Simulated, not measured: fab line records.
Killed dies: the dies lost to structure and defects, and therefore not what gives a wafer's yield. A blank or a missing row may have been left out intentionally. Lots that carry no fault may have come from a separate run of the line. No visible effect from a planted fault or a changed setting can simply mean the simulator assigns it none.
fab line records	flow nand-harc
record lots=6	wafers=18	last-day=25
route steps=1159 shown A_SLIT@798 A_SIN_REMOVE@804 A_WL_FILL@809 END@1159
lots that met no fault: from a run of the same line without faults
start-h: the number of hours between the record's first day and the start of the first shown wafer of the lot	wait-h: hours elapsed since this lot's preceding step	" identical to the entry in the row above	L1.1+2: several wafers, shown together as one row	- no value present, or no start provided	* or withheld: withheld	< > ~ a bound
route shown NAME@n: names a module that has steps shown in the file, with the first one's number in the route	usual: mean and standard deviation over wafers with no fault	same: alike in all rows	chamber/n: place in a boat	sites: the reading at each site	_std_site: their standard deviation	_edge_site: inner sites' mean taken away from outer sites' mean	radius-mm: how far each site lies from the wafer's centre	mask NAME#n: copy n	behind: the most recent tool/chamber to have shaped the wafer	hold: why the lot was held/for how many hours/how that ended	device: the n, p or np transistor that did not switch	end of line: tests run on the same wafers once the route is complete	for a step that has no rows: nothing shown but its recipe	killed: dies lost to structure and defects at the first sort, not the wafer's yield	map: shows each die of a wafer: x if killed, . if not, _ if none is there
set.NAME: the setting that was run; set.NAME@STEP: the one run at that earlier step	model.NAME: the simulator's own value behind a step, which no gauge read
lots seen at some steps along the route; tables by step, rows by wafer
services: a tool's chamber out of use, with start hour (start-h, from the record's first day; less than 0 if before it), hours out, and reason
## steps
# step NHARC_A_SLIT_STRIP_28
# recipe o2-flow-sccm=400	cos-flow-sccm=20	ar-flow-sccm=0	bias-w=0	chemistry=O2/COS
# step NHARC_A_SLIT_ETCH_29
# recipe target-depth-a=1000	overetch-a=100	time-s=55	ion-energy-ev=100	cf4-flow-sccm=80	o2-flow-sccm=20	ar-flow-sccm=0	rf-w=300	bias-w=100	chemistry=CF4/O2
# usual drypump-motor-current-A=5.9/0.38	oes-product-au=0.998/0.0063	rf-vpp-V=197.5/1.4	showerhead-plenum-p-Torr=1.32/0.049	throttle-valve-pct=13.396/0.01
lot.wafer	tool	chamber	start-h	wait-h	drypump-motor-current-A	oes-product-au	rf-hours-counter-h	rf-vpp-V	showerhead-plenum-p-Torr	throttle-valve-pct
L426.3	rie-diel-12	3	356.77	0.1	6.1	1.006	10	196.6	1.25	13.390
L426.4	"	1	"	"	5.5	0.984	10	196.1	1.27	13.389
L426.5	"	3	"	"	6.1	1.009	-	196.9	1.25	13.388
L427.4	rie-diel-08	0	361.66	0.1	5.6	1.010	4	199.4	1.36	13.402
L427.5	"	3	"	"	5.6	1.003	-	197.1	1.33	13.401
L427.6	"	0	"	"	5.6	0.995	-	199.1	1.36	13.392
L433.4	rie-diel-08	3	410.60	0.1	5.5	1.002	6	197.3	1.33	13.415
L433.6	"	1	"	"	5.3	1.003	-	195.8	1.27	13.396
L433.5	"	2	"	"	6.0	1.000	-	199.1	1.35	13.384
L432.3	rie-diel-12	1	426.77	0.1	5.5	1.006	2	197.4	1.27	13.389
L432.1	"	2	"	"	6.5	1.003	2	196.9	1.34	13.401
L432.2	"	0	"	"	6.1	1.000	2	198.0	1.32	13.386
L437.3	rie-diel-13	2	433.04	0.1	6.5	0.995	11	198.9	1.33	13.401
L437.1	"	3	"	"	5.9	0.994	9	196.2	1.26	13.396
L437.6	"	2	"	"	6.5	0.995	-	198.2	1.33	13.401
L444.4	rie-diel-08	1	452.91	0.1	5.3	0.984	10	195.6	1.26	13.410
L444.3	"	3	"	"	5.5	0.986	11	196.9	1.33	13.390
L444.5	"	2	"	"	6.0	0.989	-	197.4	1.35	13.410
# step NHARC_A_SLIT_STRIP_18
# recipe o2-flow-sccm=500	ar-flow-sccm=0	bias-w=0	chemistry=O2
# usual drypump-motor-current-A=5.9/0.36	oes-product-au=0.998/0.0072	rf-vpp-V=57.8/0.9	showerhead-plenum-p-Torr=3.49/0.12	throttle-valve-pct=17.036/0.01
lot.wafer	tool	chamber	start-h	wait-h	drypump-motor-current-A	oes-product-au	rf-hours-counter-h	rf-vpp-V	showerhead-plenum-p-Torr	throttle-valve-pct
L426.4	rie-diel-12	0	-	-	6.1	0.996	10	57.4	3.49	17.040
L426.3	"	1	"	"	5.5	0.998	10	57.4	3.37	17.035
L426.5	"	3	"	"	6.2	1.002	-	57.5	3.31	17.050
L427.4	rie-diel-08	0	-	-	5.7	0.995	4	57.4	3.59	17.022
L427.5	"	3	"	"	5.6	0.991	-	57.9	3.52	17.031
L427.6	"	0	"	"	5.7	0.991	-	59.4	3.59	17.043
L433.4	rie-diel-08	3	-	-	5.6	1.009	6	57.4	3.52	17.020
L433.6	"	0	"	"	5.7	0.998	-	58.3	3.58	17.024
L433.5	"	1	"	"	5.3	0.993	-	57.3	3.35	17.043
L432.2	rie-diel-12	0	-	-	6.1	1.006	2	58.2	3.49	17.044
L432.3	"	1	"	"	5.5	1.006	2	57.0	3.36	17.034
L432.1	"	3	"	"	6.1	0.996	2	57.3	3.31	17.037
L437.3	rie-diel-13	1	-	-	6.1	1.012	9	56.7	3.48	17.035
L437.1	"	3	"	"	5.9	1.010	9	55.9	3.33	17.035
L437.6	"	2	"	"	6.6	1.001	-	57.1	3.53	17.042
L444.4	rie-diel-08	0	-	-	5.7	0.992	11	57.4	3.58	17.044
L444.3	"	1	"	"	5.3	0.996	10	57.7	3.35	17.042
L444.5	"	3	"	"	5.6	0.989	-	57.5	3.52	17.034
# step NHARC_A_SLIT_PRECLEAN_19
# recipe time-s=*	temp-c=50	bath-age-min=0	chemistry=SC1
# step NHARC_A_SLIT_SRD_20
# step NHARC_A_SLIT_CD_MEAS_21
# usual cd-nm=289.5/0.79
lot.wafer	tool	chamber	start-h	wait-h	cd-nm
L426.3	cd-sem-02	-	357.31	-	290.4
L426.4	"	-	"	"	290.8
L426.5	"	-	"	"	290.3
L427.4	cd-sem-01	-	362.20	-	288.8
L427.5	"	-	"	"	289.2
L427.6	"	-	"	"	288.5
L433.4	cd-sem-03	-	411.13	-	290.1
L433.5	"	-	"	"	289.1
L433.6	"	-	"	"	288.5
L432.1	cd-sem-03	-	427.32	-	290.1
L432.2	"	-	"	"	290.1
L432.3	"	-	"	"	289.3
L437.1	cd-sem-01	-	433.57	-	288.8
L437.3	"	-	"	"	288.9
L437.6	"	-	"	"	288.7
L444.3	cd-sem-03	-	453.45	-	288.8
L444.4	"	-	"	"	288.7
L444.5	"	-	"	"	288.5
# step NHARC_A_SIN_REMOVE_WET_00
# recipe temp-c=160	time-s=15300	chemistry=H3PO4
# step NHARC_A_SIN_REMOVE_PRECLEAN_01
# recipe time-s=*	temp-c=50	bath-age-min=0	chemistry=SC1
# step NHARC_A_SIN_REMOVE_SRD_02
# step NHARC_A_SIN_REMOVE_INSPECT_04
# usual raw-defect-count=305/86
lot.wafer	tool	chamber	start-h	wait-h	raw-defect-count
L426.3	defect-inspect-02	-	364.92	0.0	212
L426.4	"	-	"	"	262
L426.5	"	-	"	"	273
L427.4	defect-inspect-02	-	369.93	0.0	392
L427.5	"	-	"	"	266
L427.6	"	-	"	"	361
L433.4	defect-inspect-02	-	418.82	0.0	234
L433.5	"	-	"	"	256
L433.6	"	-	"	"	243
L432.1	defect-inspect-02	-	434.99	0.0	256
L432.2	"	-	"	"	530
L432.3	"	-	"	"	361
L437.1	defect-inspect-02	-	441.26	0.1	392
L437.3	"	-	"	"	549
L437.6	"	-	"	"	287
L444.3	defect-inspect-02	-	461.13	0.0	261
L444.4	"	-	"	"	219
L444.5	"	-	"	"	238
# step NHARC_A_WL_FILL_ALD_00
# recipe target-thk-a=30	pulse-time-s=3	ald-cycles=30	temp-c=300	material=Al2O3
# usual heater-power-w=466/41	precursor-pulse-height-rel=0.998/0.02
lot.wafer	tool	chamber	start-h	wait-h	heater-power-w	precursor-pulse-height-rel
L426.3	ald-hk-02	2	364.98	0.1	462	0.968
L426.4	"	1	"	"	372	1.025
L426.5	"	3	"	"	539	0.999
L427.4	ald-hk-01	2	370.05	0.1	492	0.996
L427.6	"	0	"	"	526	0.988
L427.5	"	1	"	"	487	1.036
L433.4	ald-hk-04	1	418.97	0.1	450	0.970
L433.6	"	2	"	"	432	1.017
L433.5	"	3	"	"	481	1.008
L432.3	ald-hk-01	1	437.30	2.3	511	0.966
L432.1	"	2	"	"	437	1.019
L432.2	"	3	"	"	446	1.000
L437.3	ald-hk-04	3	441.39	0.1	481	1.002
L437.1	"	0	"	"	430	0.987
L437.6	"	2	"	"	445	1.029
L444.4	ald-hk-01	2	461.20	0.1	442	1.027
L444.3	"	1	"	"	519	0.995
L444.5	"	2	"	"	439	0.996
# step NHARC_A_WL_FILL_RTA_01
# recipe temp-c=1000	time-s=5
# usual lamp-power-pct=33.4/0.43	lamp_zone_1_pct=33.4/0.43	lamp_zone_2_pct=33.4/0.43	lamp_zone_3_pct=33.4/0.43	lamp_zone_4_pct=33.4/0.43	lamp_zone_5_pct=33.4/0.43	lamp_zone_6_pct=33.4/0.43	lamp_zone_7_pct=34.0/0.44	wafer_temp_C_max=1006.3/1.8
lot.wafer	tool	chamber	start-h	wait-h	lamp-power-pct	lamp_zone_1_pct	lamp_zone_2_pct	lamp_zone_3_pct	lamp_zone_4_pct	lamp_zone_5_pct	lamp_zone_6_pct	lamp_zone_7_pct	wafer_temp_C_max
L426.3	rtp-anneal-01	0	365.30	-	33.0	33.0	33.0	33.0	33.0	33.1	33.0	33.6	1005.2
L426.4	"	0	"	"	33.0	33.1	33.0	33.1	33.1	33.1	33.0	33.6	1006.8
L426.5	"	0	"	"	33.1	33.1	33.0	33.0	33.1	33.1	33.0	33.5	1004.1
L427.4	rtp-anneal-02	0	370.35	-	33.9	34.0	33.9	33.9	33.8	33.9	33.8	34.4	1006.4
L427.5	"	0	"	"	33.9	33.8	33.9	33.9	34.0	33.9	33.8	34.5	1009.1
L427.6	"	0	"	"	33.9	33.9	33.9	33.9	33.9	33.9	33.8	34.5	1007.5
L433.4	rtp-anneal-01	0	419.24	-	29.2	29.2	29.1	29.2	29.2	29.2	29.2	29.8	960.8
L433.5	"	0	"	"	29.2	29.2	29.2	29.2	29.2	29.3	29.1	29.8	963.2
L433.6	"	0	"	"	29.2	29.2	29.2	29.2	29.2	29.2	29.1	29.8	962.8
L432.1	rtp-anneal-01	0	437.58	-	29.2	29.2	29.2	29.2	29.2	29.2	29.1	29.8	962.9
L432.2	"	0	"	"	29.2	29.2	29.2	29.2	29.2	29.2	29.1	29.8	961.5
L432.3	"	0	"	"	29.2	29.2	29.2	29.2	29.2	29.1	29.1	29.8	961.9
L437.1	rtp-anneal-02	0	441.62	-	33.9	33.9	33.8	33.9	33.9	33.9	33.8	34.4	1009.6
L437.3	"	0	"	"	33.9	33.9	33.9	33.9	33.9	34.0	33.8	34.5	1003.2
L437.6	"	0	"	"	33.9	34.0	33.8	33.9	33.9	33.9	33.9	34.4	1007.1
L444.3	rtp-anneal-02	0	461.73	-	33.9	33.9	33.9	33.9	33.9	33.9	33.8	34.4	1009.7
L444.4	"	0	"	"	33.9	33.9	33.9	33.9	33.9	33.9	33.8	34.4	1008.3
L444.5	"	0	"	"	33.8	33.9	33.9	33.9	33.9	33.9	33.8	34.5	1007.3
# step NHARC_A_WL_FILL_ALD_02
# recipe target-thk-a=20	pulse-time-s=3	ald-cycles=100	temp-c=450	material=TiN
# usual heater-power-w=1066/79	precursor-pulse-height-rel=1.004/0.019
lot.wafer	tool	chamber	start-h	wait-h	heater-power-w	precursor-pulse-height-rel
L426.3	ald-metal-01	3	365.56	0.2	987	1.013
L426.4	"	1	"	"	964	0.991
L426.5	"	3	"	"	991	1.005
L427.4	ald-metal-01	0	370.63	0.3	911	0.992
L427.5	"	1	"	"	1000	0.994
L427.6	"	3	"	"	968	1.022
L433.4	ald-metal-03	0	419.41	0.1	1148	1.005
L433.6	"	3	"	"	1042	1.007
L433.5	"	0	"	"	1173	0.995
L432.1	ald-metal-04	3	437.84	0.2	1125	1.027
L432.2	"	0	"	"	1184	0.980
L432.3	"	1	"	"	1035	1.036
L437.1	ald-metal-04	1	441.91	0.3	1046	1.007
L437.3	"	2	"	"	1079	1.016
L437.6	"	3	"	"	1096	0.998
L444.3	ald-metal-03	2	462.06	0.3	1107	0.999
L444.4	"	3	"	"	1056	1.013
L444.5	"	1	"	"	1120	0.999
# step NHARC_END_SORT_01
# recipe temp-c=25
# usual killed-at-array=25/9.8	killed-at-other=0.8/1.1	killed-at-periphery=3.3/2.1	killed-dies=29/10	killed-open=3.3/1.8	killed-short=1.9/1.4
# same gross-dies=677
lot.wafer	tool	chamber	start-h	wait-h	killed-at-array	killed-at-other	killed-at-periphery	killed-dies	killed-open	killed-short
L426.3	prober-01	0	477.32	3.1	31	2	7	40	5	2
L426.4	prober-01	0	478.13	3.4	23	1	7	31	6	1
L426.5	prober-01	0	478.93	3.7	29	2	1	32	4	1
L432.1	prober-01	0	540.44	2.5	22	0	2	24	4	2
L432.2	prober-01	0	541.23	2.8	37	1	2	40	7	3
L432.3	prober-01	0	542.03	3.1	22	0	4	26	2	1
# killed by level:class
L426.3 A_CHANNEL_HOLE_D1:chamber-film-flake=14 A_CONTACT:chamber-film-flake=4 A_CONTACT:geometric-particle:open=3 A_STAIRCASE:chamber-film-flake=3 P_ZERO_WELL:chamber-film-flake=2 A_ZERO_WELL:chamber-film-flake=2 A_CHANNEL_FILL_D1:chamber-film-flake=2 HYBRID_BOND:chamber-film-flake=2
L426.4 A_CHANNEL_HOLE_D1:chamber-film-flake=11 A_ONON_D1:geometric-particle:open=2 A_BLC:geometric-particle:open=2 P_ZERO_WELL:chamber-film-flake=2 P_M1:chamber-film-flake=2 A_STAIRCASE:chamber-film-flake=2 A_SLIT:chamber-film-flake=2 P_STI:geometric-particle:open=1
L426.5 A_CHANNEL_HOLE_D1:chamber-film-flake=11 A_STAIRCASE:chamber-film-flake=6 A_CONTACT:chamber-film-flake=5 A_WL_FILL:geometric-particle:open=2 P_CONTACT:geometric-particle:open=1 A_CHANNEL_FILL_D1:geometric-particle:open=1 A_WL_FILL:geometric-particle:short=1 A_ZERO_WELL:chamber-film-flake=1
L432.1 A_CHANNEL_HOLE_D1:chamber-film-flake=11 A_STAIRCASE:chamber-film-flake=3 A_CONTACT:chamber-film-flake=2 P_CONTACT:geometric-particle:open=1 A_CHANNEL_FILL_D1:geometric-particle:open=1 A_CHANNEL_FILL_D1:geometric-particle:short=1 A_WL_FILL:geometric-particle:short=1 A_CONTACT:geometric-particle:open=1
L432.2 A_CHANNEL_HOLE_D1:chamber-film-flake=21 A_STAIRCASE:chamber-film-flake=5 A_WL_FILL:geometric-particle:short=2 A_WL_FILL:geometric-particle:open=2 A_CONTACT:geometric-particle:open=2 A_CONTACT:chamber-film-flake=2 P_M0:geometric-particle:open=1 A_CHANNEL_FILL_D1:geometric-particle:open=1
L432.3 A_CHANNEL_HOLE_D1:chamber-film-flake=19 P_GATE:chamber-film-flake=3 P_M0:geometric-particle:open=1 A_CONTACT:geometric-particle:short=1 A_CONTACT:geometric-particle:open=1 A_STAIRCASE:chamber-film-flake=1
## services
tool	chamber	start-h	hours	kind
rie-diel-08	0	335.30	-	clean
rie-diel-08	1	335.30	-	clean
rie-diel-08	2	335.30	-	clean
rie-diel-08	3	335.30	-	clean
ald-metal-03	3	336.51	70.4	repair
ald-metal-01	3	336.82	20.2	repair
rie-diel-13	1	338.45	3.7	repair
ald-metal-04	2	339.90	3.6	repair
ald-metal-01	2	355.49	19.5	repair
ald-metal-03	-	373.89	0.6	repair
rie-diel-12	-	379.80	9.0	pm
rtp-anneal-01	-	380.85	3.7	repair
ald-metal-01	2	402.72	64.0	repair
ald-metal-03	1	402.96	13.7	repair
rie-diel-13	1	404.72	7.4	repair
ald-metal-04	-	406.00	10.0	pm
ald-hk-01	-	412.56	10.0	pm
rie-diel-13	1	418.34	10.3	repair
rie-diel-13	3	420.37	8.8	repair
ald-hk-01	-	428.77	0.7	repair
ald-hk-04	-	431.25	0.4	repair
ald-metal-04	-	453.12	0.9	repair
rie-diel-13	-	453.26	9.0	pm
ald-metal-01	-	458.01	10.0	pm
## key
first-sign step=NHARC_A_WL_FILL_RTA_01	reading=wafer_temp_C_max	direction=down	sigmas=24	usual=*	struck=*
effect step=NHARC_A_WL_FILL_RTA_01	reading=lamp_zone_6_pct	direction=down	sigmas=9.9	usual=33.4	struck=29.1
met-at NHARC_A_WL_FILL_RTA_01
struck-wafers L432.1,L432.2,L432.3,L433.4,L433.5,L433.6
tester-left-out L432,L433
onset-between 365.30 419.24
fault kind=process-parameter-drift	tool=rtp-anneal-01	chamber=-	onset-h=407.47	steps=NHARC_A_WL_FILL_RTA_01	channel=temp-c	offset=*	shape=step	end-h=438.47	acts-in=*	stated=*
# tester-left-out: of these lots the tester's yield and bins aren't shown, on N5 and GAA mostly nor the transistor test; their killed dies are dies lost to structure and defects alone, not to doping, threshold or leakage, so they don't give the yield
